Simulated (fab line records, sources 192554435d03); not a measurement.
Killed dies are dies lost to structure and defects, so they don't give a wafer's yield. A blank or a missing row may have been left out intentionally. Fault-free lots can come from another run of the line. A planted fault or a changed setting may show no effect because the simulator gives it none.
Check of tool commonality + flow n5Finfet + 9 lots and 25 wafers in the sample

== WHY IT WAS OPENED ==
At N5_MOL_CONTACT_COAG_INSPECT_97 the reading rawDefectCount is flagged on 2 of 9 lots. Wafers without a fault read 43, standard deviation 16.
Rule: a lot is flagged when every wafer of it that has a number lies more than 4 standard deviations from that mean, or none has a number. The rest of the lots are taken to be sound.

| lot  | measured     | on               | rawDefectCount, wafer by wafer | flag    |
|------|--------------|------------------|--------------------------------|---------|
| L452 | day 5 18:35  | defectInspect-01 | 51 66 106                      |         |
| L453 | day 5 21:44  | defectInspect-01 | 37 35                          |         |
| L455 | day 6 08:38  | defectInspect-02 | 44 29                          |         |
| L456 | day 6 18:35  | defectInspect-01 | 24 11 43                       |         |
| L459 | day 7 09:11  | defectInspect-01 | 51 48 60                       |         |
| L463 | day 8 09:26  | defectInspect-02 | 285 304 285                    | FLAGGED |
| L465 | day 9 00:08  | defectInspect-02 | 286 279 311                    | FLAGGED |
| L467 | day 9 09:33  | defectInspect-01 | 57 68 45                       |         |
| L470 | day 10 03:36 | defectInspect-02 | 34 47 27                       |         |
Average over the flagged lots: 292; offset from the usual +249, equal to +16 standard deviations.

== WHICH TOOL RAN EACH LOT ==
Before the reading, the record contains 3 process steps out of a 1938-step route. Every cell lists first the tool, next ch and the chambers used by the sampled wafers, and last the start.
| lot  | flag    | N5_MOL_CONTACT_COAG_ETCH_47      | N5_MOL_CONTACT_COAG_ETCH_48      | N5_MOL_CONTACT_COAG_CMP_52    |
|------|---------|----------------------------------|----------------------------------|-------------------------------|
| L452 |         | rieDiel-03 ch 0,1,3, day 5 12:58 | rieDiel-04 ch 0,3, day 5 14:31   | cmp-04 ch 1,2,3, day 5 15:17  |
| L453 |         | rieDiel-04 ch 0,2, day 5 16:16   | rieDiel-01 ch 3, day 5 17:37     | cmp-02 ch 0, day 5 18:23      |
| L455 |         | rieDiel-03 ch 0,1, day 6 02:55   | rieDiel-01 ch 0,1, day 6 04:30   | cmp-01 ch 0,2, day 6 05:21    |
| L456 |         | rieDiel-01 ch 2,3, day 6 12:55   | rieDiel-03 ch 1,2,3, day 6 14:29 | cmp-02 ch 0,2, day 6 15:16    |
| L459 |         | rieDiel-04 ch 0,1, day 7 03:48   | rieDiel-03 ch 1,2,3, day 7 05:01 | cmp-01 ch 0,2,3, day 7 05:53  |
| L463 | FLAGGED | rieDiel-04 ch 0,1,3, day 8 02:00 | rieDiel-01 ch 0,3, day 8 03:20   | cmp-01 ch 0,1,3, day 8 04:05  |
| L465 | FLAGGED | rieDiel-01 ch 0,2, day 8 18:48   | rieDiel-03 ch 2,3, day 8 20:01   | cmp-01 ch 1,2, day 8 20:47    |
| L467 |         | rieDiel-01 ch 0,1, day 9 04:10   | rieDiel-01 ch 0,2,3, day 9 05:23 | cmp-04 ch 0,3, day 9 06:10    |
| L470 |         | rieDiel-03 ch 1,3, day 9 21:59   | rieDiel-03 ch 1,2,3, day 9 23:30 | cmp-04 ch 0,1,3, day 10 00:19 |
These steps, and what they do:
- N5_MOL_CONTACT_COAG_ETCH_47: etches SiNx in CH3F/O2, stops on W, target depth 27 nm.
- N5_MOL_CONTACT_COAG_ETCH_48: etches SiOC in C4F6/O2, target depth 15 nm, overetch 4.5 nm, time 17 s.
- N5_MOL_CONTACT_COAG_CMP_52: polishes, stops on SiO2, t overpolish 1.5 s, target thk 66.5 nm.
- N5_MOL_CONTACT_COAG_INSPECT_97: inspects for defects (darkfield).

== FLAGGED AGAINST TOTAL, ONE TOOL AT A TIME (gauges that did the reading follow at the end) ==
| step                           | tool             | lots run | flagged | share of the flagged lots | sound lots run after its first flagged lot |
|--------------------------------|------------------|----------|---------|---------------------------|--------------------------------------------|
| N5_MOL_CONTACT_COAG_ETCH_47    | rieDiel-01       | 3        | 1       | some                      | 1 (L467)                                   |
| N5_MOL_CONTACT_COAG_ETCH_47    | rieDiel-03       | 3        | 0       | none                      | -                                          |
| N5_MOL_CONTACT_COAG_ETCH_47    | rieDiel-04       | 3        | 1       | some                      | 0                                          |
| N5_MOL_CONTACT_COAG_ETCH_48    | rieDiel-01       | 4        | 1       | some                      | 1 (L467)                                   |
| N5_MOL_CONTACT_COAG_ETCH_48    | rieDiel-03       | 4        | 1       | some                      | 1 (L470)                                   |
| N5_MOL_CONTACT_COAG_ETCH_48    | rieDiel-04       | 1        | 0       | none                      | -                                          |
| N5_MOL_CONTACT_COAG_CMP_52     | cmp-01           | 4        | 2       | all                       | 0                                          |
| N5_MOL_CONTACT_COAG_CMP_52     | cmp-02           | 2        | 0       | none                      | -                                          |
| N5_MOL_CONTACT_COAG_CMP_52     | cmp-04           | 3        | 0       | none                      | -                                          |
| N5_MOL_CONTACT_COAG_INSPECT_97 | defectInspect-01 | 5        | 0       | none                      | -                                          |
| N5_MOL_CONTACT_COAG_INSPECT_97 | defectInspect-02 | 4        | 2       | all                       | 1 (L470)                                   |

== WHAT IS ALLOWED BY THE TABLE ==
Table rows that saw every flagged lot: 2, namely cmp-01 at N5_MOL_CONTACT_COAG_CMP_52 and defectInspect-02 at N5_MOL_CONTACT_COAG_INSPECT_97.
- cmp-01 at N5_MOL_CONTACT_COAG_CMP_52: 2 of its 4 lots flagged. A fault beginning between L459 (day 7 05:53), its last sound lot, and L463 (day 8 04:05), its first flagged one, fits the data.
- defectInspect-02 at N5_MOL_CONTACT_COAG_INSPECT_97: 2 of its 4 lots flagged. Lots that were sound ran on it after the first flagged one (L470); a persistent fault on the entire tool would not allow that.
What remains is a single tool, cmp-01 at N5_MOL_CONTACT_COAG_CMP_52.

== WHAT WAS PUT IN BY THE SIMULATOR ==
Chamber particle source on cmp-01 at N5_MOL_CONTACT_COAG_CMP_52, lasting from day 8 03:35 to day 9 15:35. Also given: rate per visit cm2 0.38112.
Shown lots that were struck: L463, L465. The rule given above showed the same thing.
